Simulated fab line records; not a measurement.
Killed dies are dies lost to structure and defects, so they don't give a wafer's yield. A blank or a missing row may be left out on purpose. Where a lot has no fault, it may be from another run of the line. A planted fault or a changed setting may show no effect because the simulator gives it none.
Struck lot and sound lot, side by side | flow n5_finfet | 15 out of 1938 route steps
Sound: wafers L923.2, L923.4, L923.6. Struck: wafers L933.1, L933.2, L933.5. The cause is named last.
Per side, at each step with rows, come the tool, then ch with its chambers, and then its first start. Under that, the readings that differ: sound wafers | struck wafers | difference of the means | sigmas: that difference in standard deviations of wafers without a fault.
alike: same words and numbers on both sides, and readings whose means sit less than 2 such deviations apart. not compared: any withheld reading, any reading some wafer has no value for, any bound like >300 that may hide the same value, and any number with overlapping values for which the record gives no deviation.
Wherever a step has rows on one side only, a row that says differs or no value, or a row with sigmas, the two part there. Numbers that don't overlap but have no deviation are shown without sigmas and don't part them. Lack of a reading on every wafer of one side parts them only where that side has two or more wafers.

N5_HKMG_FIN_INSPECT_61: inspects for defects (macro).
  sound: defect_inspect-01 at day 5 14:32; struck: defect_inspect-01 at day 7 22:44
  alike: raw_defect_count
then, 1 step without rows for these wafers: N5_HKMG_FIN_DESCUM_53 (chemistry O2, time 7.9 s).
N5_HKMG_FIN_ETCH_54: etches SiARC in CF4, target depth 45.5 nm, time 75.8 s.
  sound on rie_diel-01 ch 1,2, day 5 14:56; struck on rie_diel-02 ch 0,2,3, day 7 23:06
  reading               | sound          | struck         | difference | sigmas
  oes_product_au (a.u.) | 0.71 0.83 0.71 | 0.61 0.63 0.66 | -0.12      | -3
  alike: bias_w, cf4_flow_sccm, drypump_motor_current_A, etch_rf_on_time_s, rf_vpp_V, showerhead_plenum_p_Torr, throttle_valve_pct
  not compared: rf_hours_counter_h
N5_HKMG_FIN_ETCH_55: etches SOC in N2/H2, target depth 240 nm, time 300 s.
  sound on rie_diel-01 ch 1,2, day 5 14:59; struck on rie_diel-02 ch 0,2,3, day 7 23:09
  reading               | sound          | struck         | difference | sigmas
  oes_product_au (a.u.) | 0.83 0.99 0.83 | 0.71 0.73 0.76 | -0.15      | -3
  alike: bias_w, drypump_motor_current_A, rf_vpp_V, showerhead_plenum_p_Torr, temp_c, throttle_valve_pct
  not compared: rf_hours_counter_h
then, 1 step without rows for these wafers: N5_HKMG_FIN_STRIP_56 (strips in N2/H2).
N5_HKMG_FIN_STRIP_57: strips in CF4.
  sound on rie_diel-01 ch 1,2, day 5 15:11; struck on rie_diel-02 ch 0,2,3, day 7 23:20
  reading               | sound          | struck         | difference | sigmas
  oes_product_au (a.u.) | 0.82 0.96 0.81 | 0.71 0.74 0.76 | -0.13      | -2
  alike: cf4_flow_sccm, drypump_motor_current_A, power_w, rf_vpp_V, showerhead_plenum_p_Torr, throttle_valve_pct
  not compared: rf_hours_counter_h
N5_HKMG_FIN_ETCH_58: etches SOC in N2/H2, target depth 215.8 nm, time 741 s.
  sound on rie_diel-01 ch 1,2, day 5 15:12; struck on rie_diel-02 ch 0,2,3, day 7 23:22
  reading               | sound          | struck         | difference | sigmas
  oes_product_au (a.u.) | 0.83 0.97 0.82 | 0.72 0.75 0.78 | -0.12      | -2
  alike: bias_w, drypump_motor_current_A, rf_vpp_V, showerhead_plenum_p_Torr, throttle_valve_pct
  not compared: rf_hours_counter_h
then, 2 steps without rows for these wafers: N5_HKMG_FIN_STRIP_93 (strips SOC in N2/H2, time 20 s); N5_HKMG_FIN_WET_ETCH_76 (etches Al2O3 in dNH4OH, stops on La2O3, target depth 2.25 nm, rinse time 30 s).
N5_HKMG_FIN_STRIP_60: strips in N2/H2, time 360 s.
  sound on plasma_asher-01 ch 0,1, day 5 15:47; struck on plasma_asher-02 ch 0,1, day 7 23:56
  alike: drypump_motor_current_A, heater_power_w, temp_c
  not compared: rf_hours_counter_h
then, 2 steps without rows for these wafers: N5_HKMG_FIN_WET_ETCH_77 (etches La2O3 in dHCl, stops on HfO2, target depth 2 nm); N5_HKMG_FIN_WET_ETCH_78 (etches Al2O3 in dNH4OH, stops on La2O3, target depth 4.5 nm, rinse time 30 s).
N5_HKMG_FIN_ALD_79: deposits TiN, target thk 1.5 nm, pulse time 1 s, purge time 3 s.
  sound on ald_metal-03 ch 1,2, day 5 16:16; struck on ald_metal-03 ch 1,2, day 8 00:26
  no value came back on the struck wafers for any of 5 readings (ald_cycles, chamber_pressure_Torr (Torr) and others); on the sound wafers ald_cycles reads 68 68 68
then, 1 step without rows for these wafers: N5_HKMG_FIN_CVD_62 (deposits a-Si from Si2H6, target thk 3 nm, time 20.8 s).
-- record jumps: 9 days separate the struck wafers' starts on either side; left off in module HKMG_FIN, taken up again in module PASSIVATION, whose first shown step is the route's number 1936 --
N5_PASSIVATION_PROBE_49:
  sound: prober-02 at day 14 13:49; struck: prober-02 at day 16 17:05
  reading             | sound     | struck      | difference | sigmas
  killed_at_front_end | 39 46 32  | 430 414 419 | +382       | +39
  killed_at_other     | 5 5 3     | 9 20 14     | +10        | +3
  killed_dies         | 85 122 94 | 477 485 488 | +383       | +21
  killed_on_rim       | 11 8 11   | 87 108 110  | +92        | +22
  alike: killed_at_M0_to_M3, killed_at_M4_up, killed_at_contacts, killed_open, killed_short

## WHERE THEY PART
First at N5_HKMG_FIN_ETCH_54; last, within this record, at N5_PASSIVATION_PROBE_49.

WHY: whatever the simulator had introduced
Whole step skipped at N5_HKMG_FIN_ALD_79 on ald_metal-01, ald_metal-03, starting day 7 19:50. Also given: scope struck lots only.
